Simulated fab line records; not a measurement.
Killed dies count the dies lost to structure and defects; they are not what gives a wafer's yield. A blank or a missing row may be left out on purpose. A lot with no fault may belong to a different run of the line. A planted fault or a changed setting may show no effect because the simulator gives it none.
Split-lot experiment ; flow n5Finfet ; 21 wafers read from 7 lots, route of 1938 steps

ON THE SPLIT
At N5_BEOL_M0_ETCH_109 (etches SiCN in CH3F/O2, target depth 8 nm, overetch 2.4 nm, time 27.4 s), the setting biasW was moved away from the recipe's 75 W on 7 of the 21 wafers read, by +6.1% to +16.0%. All remaining wafers had this setting at the recipe value.

The reading is taken at the split's own step.

THE READING
rfVppV, in V, at N5_BEOL_M0_ETCH_109 (etches SiCN in CH3F/O2, target depth 8 nm, overetch 2.4 nm, time 27.4 s). On this fab line, fault-free wafers typically give 297.3 V with a standard deviation of 1.5 V.

wafer;tool, chamber at the split;biasW as run, W;against the recipe;rfVppV, V;against lot-mates on the recipe
L075.2;rieDiel-01, 3;75;recipe;297.7;-
L075.3;rieDiel-01, 1;75;recipe;298.4;-
L075.6;rieDiel-01, 3;87.02;+16.0%;325.6;+27.6
L076.3;rieDiel-01, 3;75;recipe;297.5;-
L076.4;rieDiel-01, 2;75;recipe;297.7;-
L076.5;rieDiel-01, 1;75;recipe;298.7;-
L080.2;rieDiel-01, 1;81.11;+8.1%;312.6;+15.1
L080.5;rieDiel-01, 2;75;recipe;297.0;-
L080.6;rieDiel-01, 1;75;recipe;298.0;-
L081.2;rieDiel-05, 1;75;recipe;298.0;-
L081.5;rieDiel-05, 0;75;recipe;300.3;-
L081.6;rieDiel-05, 3;75;recipe;297.5;-
L084.3;rieDiel-01, 2;75;recipe;298.1;-
L084.5;rieDiel-01, 0;75;recipe;296.0;-
L084.6;rieDiel-01, 3;75;recipe;295.9;-
L085.2;rieDiel-03, 0;79.59;+6.1%;305.2;no lot-mate on the recipe
L085.3;rieDiel-03, 3;79.59;+6.1%;310.3;no lot-mate on the recipe
L085.5;rieDiel-03, 3;79.59;+6.1%;310.9;no lot-mate on the recipe
L093.1;rieDiel-01, 0;75;recipe;295.8;-
L093.3;rieDiel-01, 3;85.09;+13.5%;321.7;+25.9
L093.5;rieDiel-01, 0;85.09;+13.5%;320.3;+24.5

THE FIT
A straight line over all 21 wafers: rfVppV changes by +1.76 V for each +1% of biasW; r = +0.99; the points scatter about the line by 1.5 V.
The same after taking each lot's own level away (the mean of its wafers on the recipe; 18 wafers): +1.81 V for each +1%; r = +1.00; scatter 0.93 V.
On that fit, the largest move of biasW shifts the reading by 29 V.
From 295.80 to 298.60 V: that is the span of the lots' own levels, equal to 1.9 times the standard deviation above.
So the lot-to-lot level changes the slope little: the two slopes agree.
Check: for one of the wafers moved furthest among these (+16.0%), held out of the fit, the line's prediction against its lot-mates is +30 V. It came out at +27.6 V against them.
Tool readings at the split's step, against how far the setting was moved: rfVppV r = +0.99.

OTHER SPLITS ON THESE WAFERS
Other splits were also applied to these wafers ahead of the reading. Each is held against what the fit with the lots' levels taken away leaves over:
other split on the same wafers;wafers away from the commonest value;r with rfVppV (lot level and that fit taken away)
N5_BEOL_M0_SAQP_HM_DEP_111 timeS;5;-0.12

THE FILE'S OWN FIT
rfVppV changes by +1.79 V for each +1% of biasW, r = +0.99.
